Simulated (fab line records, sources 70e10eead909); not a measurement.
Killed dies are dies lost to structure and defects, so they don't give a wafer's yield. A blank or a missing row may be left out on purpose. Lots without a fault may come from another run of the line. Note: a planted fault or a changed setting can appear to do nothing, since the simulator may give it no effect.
fab line records -- flow nandHarc
record lots=6, wafers=18, lastDay=34
route steps=1302 shown A_STAIRCASE@719
lots untouched by any fault: they come from a run of this same line in which no faults occurred
startH: hours from the record's opening day to when the first of the lot's shown wafers began -- waitH: time in hours since the lot's previous step -- " identical to the entry in the row above -- L1.1+2: a single row standing in for several wafers -- - either no value or no given start -- * or withheld: withheld -- < > ~ a bound
route shown NAME@n: a module of which the file shows steps, and the number in the route of the first -- usual: the fault-free wafers' mean and standard deviation -- same: alike in all rows -- chamber/n: place in a boat -- sites: each site's reading -- _std_site: the values' standard deviation -- _edge_site: outer sites' mean less inner sites' -- radiusMm: how far each site lies from the wafer's centre -- mask NAME#n: copy n -- behind: tool/chamber where the wafer was last shaped -- hold: reason for holding the lot/hours on hold/outcome of the hold -- device: transistor that didn't switch, given as n, p or np -- end of line: at the end of the route, the tests of the same wafers -- a step given without rows: its recipe and nothing more -- killed: count of dies lost to structure and defects at first sort (not the wafer's yield) -- map: dies across one wafer; x = killed, . = not, _ = none there
set.NAME: the setting as run; set.NAME@STEP: as run at that earlier step -- model.NAME: the simulator's own value behind a step, which no gauge read
certain route steps with their lots: each step a table, each wafer a row
services: when a tool's chamber went out of use (startH, in hours from the record's first day, below 0 if earlier), for how many hours, and the reason
## steps
# step NHARC_A_STAIRCASE_STRIP_205
# recipe powerW=1500, tempC=250, chemistry=O2
# usual drypumpMotorCurrentA=6.0/0.49, heaterPowerW=350/34
lot.wafer,tool,chamber,startH,waitH,drypumpMotorCurrentA,heaterPowerW,rfHoursCounterH
L581.1,plasmaAsher-01,1,377.28,0.1,5.8,326,5
L581.3,plasmaAsher-01,0,377.28,0.1,6.7,334,-
L581.6,plasmaAsher-01,1,377.28,0.1,5.8,323,-
L586.1,plasmaAsher-01,0,414.69,0.1,6.7,326,15
L586.5,plasmaAsher-01,1,414.69,0.1,5.8,334,-
L586.6,plasmaAsher-01,0,414.69,0.1,6.6,329,-
L592.2,plasmaAsher-02,1,479.27,0.1,5.7,387,9
L592.5,plasmaAsher-02,1,479.27,0.1,5.7,396,-
L592.6,plasmaAsher-02,0,479.27,0.1,5.3,401,-
L594.2,plasmaAsher-01,1,505.37,0.1,5.8,335,34
L594.4,plasmaAsher-01,0,505.37,0.1,6.6,328,-
L594.3,plasmaAsher-01,1,505.37,0.1,5.8,332,-
L595.2,plasmaAsher-01,0,506.37,0.1,6.7,328,34
L595.4,plasmaAsher-01,0,506.37,0.1,6.7,321,-
L595.5,plasmaAsher-01,0,506.37,0.1,6.7,329,-
L603.2,plasmaAsher-01,0,606.51,0.1,6.7,317,16
L603.3,plasmaAsher-01,0,606.51,0.1,6.7,325,-
L603.6,plasmaAsher-01,1,606.51,0.1,5.8,315,-
# step NHARC_A_STAIRCASE_STRIP_206
# recipe timeS=900, tempC=130, chemistry=SPM
# step NHARC_A_STAIRCASE_PRECLEAN_207
# recipe timeS=*, tempC=50, bathAgeMin=0, chemistry=SC1
# step NHARC_A_STAIRCASE_SRD_208
# step NHARC_A_STAIRCASE_DEHYDRATE_209
# recipe tempC=150, timeS=120
# step NHARC_A_STAIRCASE_HMDS_210
# recipe timeS=30
# step NHARC_A_STAIRCASE_COAT_211
# recipe spinRpm=1200
# step NHARC_A_STAIRCASE_SOFTBAKE_212
# recipe tempC=135, timeS=170
# step NHARC_A_STAIRCASE_EBR_213
# step NHARC_A_STAIRCASE_EXPOSE_214
# recipe na=0.5, doseMj=31.26, maskId=STAIR_3
# step NHARC_A_STAIRCASE_PEB_215
# recipe pebTempC=115, pebTimeS=130
# step NHARC_A_STAIRCASE_DEVELOP_216
# recipe timeS=140
# usual chillPlateTempC=23.01/0.11, exhaustPa=44.8/0.78
lot.wafer,tool,chamber,startH,waitH,chillPlateTempC,exhaustPa
L581.1,lithoTrack-05,0,378,-,22.95,45.6
L581.3,lithoTrack-05,0,378,-,22.98,45.0
L581.6,lithoTrack-05,0,378,-,22.79,43.6
L586.1,lithoTrack-03,0,415,-,23.04,46.8
L586.5,lithoTrack-03,0,415,-,22.88,45.7
L586.6,lithoTrack-03,0,415,-,23.01,46.6
L592.2,lithoTrack-03,-,480,-,-,-
L592.5,lithoTrack-03,-,480,-,-,-
L592.6,lithoTrack-03,-,480,-,-,-
L594.2,lithoTrack-05,-,506,-,-,-
L594.3,lithoTrack-05,-,506,-,-,-
L594.4,lithoTrack-05,-,506,-,-,-
L595.2,lithoTrack-03,0,507,-,23.04,45.2
L595.4,lithoTrack-03,0,507,-,23.18,44.9
L595.5,lithoTrack-03,0,507,-,23.07,45.0
L603.2,lithoTrack-05,0,607,-,22.98,45.5
L603.3,lithoTrack-05,0,607,-,22.91,44.6
L603.6,lithoTrack-05,0,607,-,22.98,45.4
## services
tool,chamber,startH,hours,kind
plasmaAsher-02,-,376.64,5.6,repair
plasmaAsher-01,-,413.87,0.7,repair
plasmaAsher-02,-,426.41,9.0,pm
plasmaAsher-02,0,426.41,9.0,ventCycle
plasmaAsher-02,1,426.41,9.0,ventCycle
plasmaAsher-02,0,435.41,-,clean
plasmaAsher-02,1,435.41,-,clean
lithoTrack-03,-,450.00,7.0,pm
plasmaAsher-02,-,452.88,1.6,repair
lithoTrack-05,-,474.00,7.0,pm
plasmaAsher-01,-,519.26,9.0,pm
plasmaAsher-01,0,519.26,9.0,ventCycle
plasmaAsher-01,1,519.26,9.0,ventCycle
plasmaAsher-01,0,528.26,-,clean
plasmaAsher-01,1,528.26,-,clean
plasmaAsher-02,-,603.41,9.0,pm
plasmaAsher-02,0,603.41,9.0,ventCycle
plasmaAsher-02,1,603.41,9.0,ventCycle
## key
firstSign step=NHARC_A_STAIRCASE_DEVELOP_216, reading=toolRecord, direction=missing
effect none on later readings
metAt NHARC_A_STAIRCASE_DEVELOP_216
struckWafers L592.2,L592.5,L592.6,L594.2,L594.3,L594.4
laterRowsLeftOut L592.2,L592.5,L592.6,L594.2,L594.3,L594.4
sortLeftOut L592.2,L592.5,L592.6,L594.2,L594.3,L594.4
testerLeftOut L592,L594
fault kind=skippedStepWhole, tool=lithoTrack-03,lithoTrack-05, chamber=-, onsetH=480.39, steps=NHARC_A_STAIRCASE_DEVELOP_216, scope=struckLotsOnly
# testerLeftOut: of these lots the tester's yield and bins aren't shown, on N5 and GAA mostly nor the transistor test; their killed dies are dies lost to structure and defects alone, not to doping, threshold or leakage, so they don't give the yield
# sortLeftOut: the simulated sort isn't trusted on such a fault, so these wafers' sort isn't shown, and their yield isn't known
# laterRowsLeftOut: the simulator's readings of these wafers behind a module that went badly wrong aren't trusted and aren't shown, but for the sort
